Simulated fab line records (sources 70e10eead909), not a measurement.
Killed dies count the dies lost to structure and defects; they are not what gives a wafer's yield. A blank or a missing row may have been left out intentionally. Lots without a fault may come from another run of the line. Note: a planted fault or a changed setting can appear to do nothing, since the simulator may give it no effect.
Check for tools in common || flow nand-harc || Sample size 2 lots and 6 wafers

== WHAT PROMPTED THE OPENING ==
On 2 of the 2 lots, a flag is raised at NHARC_END_SORT_01 on the reading killed-at-array. Fault-free wafers read 58, with a standard deviation of 20.
Rule: a lot is flagged when every wafer of it that has a number lies more than 4 standard deviations from that mean, or none has a number. The rest of the lots are taken to be sound.

{"lot": "L143", "measured": "day 27 23:50", "on": "prober-02", "killed-at-array, wafer by wafer": "673 674 675", "flag": "FLAGGED"}
{"lot": "L145", "measured": "day 28 21:06", "on": "prober-01", "killed-at-array, wafer by wafer": "670 668 671", "flag": "FLAGGED"}
Average over the flagged lots: 672; offset from the usual +614, equal to +31 standard deviations.

== EACH LOT AND THE TOOL IT RAN ON ==
Before the reading, the record contains 3 process steps out of a 1302-step route. Each cell gives the tool, then ch followed by the chambers the sampled wafers passed through, then the start.
{"lot": "L143", "flag": "FLAGGED", "NHARC_A_STAIRCASE_STRIP_461": "rie-diel-07 ch 0,1,3, day 20 12:17", "NHARC_A_BONDPAD_ANNEAL_28": "no row", "NHARC_THIN_TSV_DEGAS_49": "no row"}
{"lot": "L145", "flag": "FLAGGED", "NHARC_A_STAIRCASE_STRIP_461": "rie-diel-07 ch 0,2,3, day 21 04:17", "NHARC_A_BONDPAD_ANNEAL_28": "no row", "NHARC_THIN_TSV_DEGAS_49": "no row"}
What the steps here do:
- NHARC_A_STAIRCASE_STRIP_461: strips in O2/COS.
- NHARC_A_BONDPAD_ANNEAL_28: time 90 s.
- NHARC_THIN_TSV_DEGAS_49: time 120 s.
- NHARC_END_SORT_01

== FLAGGED OVER TOTAL, TOOL BY TOOL (the gauges that took the reading come last) ==
{"step": "NHARC_A_STAIRCASE_STRIP_461", "tool": "rie-diel-07", "lots run": 2, "flagged": 2, "share of the flagged lots": "all", "sound lots run after its first flagged lot": 0}
{"step": "NHARC_END_SORT_01", "tool": "prober-01", "lots run": 1, "flagged": 1, "share of the flagged lots": "some", "sound lots run after its first flagged lot": 0}
{"step": "NHARC_END_SORT_01", "tool": "prober-02", "lots run": 1, "flagged": 1, "share of the flagged lots": "some", "sound lots run after its first flagged lot": 0}

== WHAT THE TABLE ALLOWS ==
In the table, 1 row covers all flagged lots: rie-diel-07 at NHARC_A_STAIRCASE_STRIP_461.
- rie-diel-07 at NHARC_A_STAIRCASE_STRIP_461: 2 of its 2 lots flagged. In this sample it ran no sound lot ahead of its first flagged lot, so there is no way to narrow down the start.
rie-diel-07 at NHARC_A_STAIRCASE_STRIP_461 is the single tool remaining.

== WHAT WAS PUT IN BY THE SIMULATOR ==
Skipped step whole: rie-diel-07, from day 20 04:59 on, at NHARC_A_STAIRCASE_STRIP_461. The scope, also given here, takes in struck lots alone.
Shown lots that were struck: L143, L145. The rule above found the same.
